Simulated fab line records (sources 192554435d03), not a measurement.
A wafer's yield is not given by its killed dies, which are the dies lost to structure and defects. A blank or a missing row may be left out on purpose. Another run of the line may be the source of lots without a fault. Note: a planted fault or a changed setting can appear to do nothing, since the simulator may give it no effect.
Comparing a struck lot with a sound one -- flow n5_finfet -- 38 out of 1938 route steps
Sound: wafers L418.1, L418.3, L418.5. Struck: wafer L431.4 (left out: L431.2, a lot-mate that was not struck); the cause follows at the end.
Each step with rows lists, per side, the tool, then ch with its chambers, then its first start. Under that, the readings that differ: sound wafers -- struck wafers -- difference of the means -- sigmas: that difference in standard deviations of wafers without a fault.
alike: same words and numbers on both sides, and readings whose means sit less than 2 such deviations apart. not compared: any withheld reading, any reading some wafer has no value for, any bound like >300 that may hide the same value, and any number with overlapping values for which the record gives no deviation.
A row with sigmas, a row that says differs or no value, or rows on one side alone: a step with any of these is where the two part. Non-overlapping numbers with no deviation appear without sigmas and do not part them. Lack of a reading on every wafer of one side parts them only where that side has two or more wafers.

first, 12 steps without rows for these wafers: N5_BEOL_M0_ALD_136 (deposits TaN, pulse time 2 s, purge time 3 s, co reactant purge time 2 s); N5_BEOL_M0_SURFACE_TREAT_137; N5_BEOL_M0_CVD_115 (deposits Co from CCTBA/H2, time 120 s); N5_BEOL_M0_SPUTTER_116 (material Cu, target thk 4 nm, time 7.37 s); N5_BEOL_M0_ANNEAL_117 (time 60 s); N5_BEOL_M0_SPUTTER_132 (material Cu, target thk 4 nm, time 7.37 s); N5_BEOL_M0_ANNEAL_133 (time 60 s); N5_BEOL_M0_SPUTTER_134 (material Cu, target thk 4 nm, time 7.37 s); N5_BEOL_M0_ANNEAL_135 (time 60 s); N5_BEOL_M0_SPUTTER_141 (material Cu, target thk 4 nm, time 7.37 s); N5_BEOL_M0_ECD_118 (material Cu, target thk 300 nm); N5_BEOL_M0_ANNEAL_119 (time 90 s).
N5_BEOL_M0_CMP_120: polishes, stops on SiOC, t overpolish 6.9 s.
  sound on cmp-02 ch 1,3, day 8 13:25; struck on cmp-02 ch 1, day 11 15:06
reading,sound,struck,difference,sigmas
barrier_field_endpoint_s (s),3.74 3.71 3.95,7.33,+3.53,+24
time_to_endpoint_s (s),65 67 71,80,+12,+4
model.SiOC_of_BEOL_M0_SAQP_ILD_DEP_01.thk_nm (nm),39.8 38.4 40,42,+3,
  alike: clearing_platen_rpm, motor_current_A, overpolish_run_s
then, 4 steps without rows for these wafers: N5_BEOL_M0_PRE_CLEAN_131 (time 15 s); N5_BEOL_M0_CO_CAP_123 (material Co, precursor CCTBA/H2, target thk 2 nm, time 102.1 s); N5_BEOL_M0_PRE_CLEAN_124 (time 15 s); N5_BEOL_M0_DEP_125 (deposits SiCN from 3MS/NH3, target thk 8 nm, time 14 s).
N5_BEOL_M0_INSPECT_127: inspects for defects (darkfield).
  sound: defect_inspect-01 at day 8 14:00; struck: defect_inspect-01 at day 11 15:41
reading,sound,struck,difference,sigmas
raw_defect_count,97 94 47,3569,+3490,+99 or more
then, 18 steps without rows for these wafers: N5_BEOL_M1_ILD_DEP_00 (deposits SiOC from DEMS/O2, target thk 79 nm, time 15.3 s); N5_BEOL_M1_PECVD_72 (deposits SiO2 from TEOS/O2, target thk 16 nm, time 18 s); N5_BEOL_M1_HM_DEP_02 (deposits TiN, target thk 20 nm); N5_BEOL_M1_COAT_61 (time 60 s, resist thk 60 nm); N5_BEOL_M1_COAT_62 (time 60 s, resist thk 12 nm); N5_BEOL_M1_COAT_73 (time 60 s, resist thk 5 nm); N5_BEOL_M1_COAT_05 (resist thk 30 nm); N5_BEOL_M1_EBR_07; N5_BEOL_M1_SOFTBAKE_06 (time 60 s); N5_BEOL_M1_EXPOSE_08 (exposes mask M1); N5_BEOL_M1_PEB_09 (peb time 60 s); N5_BEOL_M1_DEVELOP_10 (develop time 30 s); N5_BEOL_M1_DESCUM_16 (chemistry O2, time 7 s); N5_BEOL_M1_ETCH_74 (etches underlayer in N2/H2, target depth 6.5 nm, time 5.2 s); N5_BEOL_M1_ETCH_63 (etches SiARC in CF4, target depth 15.6 nm, time 26 s); N5_BEOL_M1_ETCH_64 (etches SOC in N2/H2, target depth 75 nm, overetch 15 nm, time 112.5 s); N5_BEOL_M1_STRIP_65 (strips in N2/H2); N5_BEOL_M1_STRIP_75 (strips in N2/H2).
N5_BEOL_M4_RC_MEAS_101:
  the record has rows for the sound wafers here (prober-02 ch 0, day 12 07:59) and none for the struck ones
-- a jump in the record: the struck wafers' starts before and after are 9 days apart (it breaks off in module BEOL_M4 and resumes in module PASSIVATION, where the first step shown is number 1936 of the route) --
N5_PASSIVATION_PROBE_49:
  sound: prober-01 at day 16 16:14; struck: prober-01 at day 20 05:41
reading,sound,struck,difference,sigmas
defect_limited_yield (%),89.1 90.4 91.6,0,-90,-65
killed_at_M0_to_M3,49 31 22,1112,+1078,+99 or more
killed_at_M4_up,31 32 15,12,-14,-2
killed_at_other,3 0 4,10,+8,+2
killed_dies,129 113 99,1180,+1066,+63
killed_on_rim,17 18 12,152,+136,+34
sort_n_pass,1051 1067 1081,0,-1066,-21
sort_yield_pct (%),89 90 92,0,-90,-21
  alike: killed_at_contacts, killed_at_front_end, killed_open, killed_short, sort_bin_4_leakage, sort_bin_5_function, sort_bin_6_memory

## WHERE THEY PART
At N5_BEOL_M0_CMP_120 first; at N5_PASSIVATION_PROBE_49 last (within this record only).

WHY: what the simulator had put in
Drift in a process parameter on cmp-02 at N5_BEOL_M0_CMP_120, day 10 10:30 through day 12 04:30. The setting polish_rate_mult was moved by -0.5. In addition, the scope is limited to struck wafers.
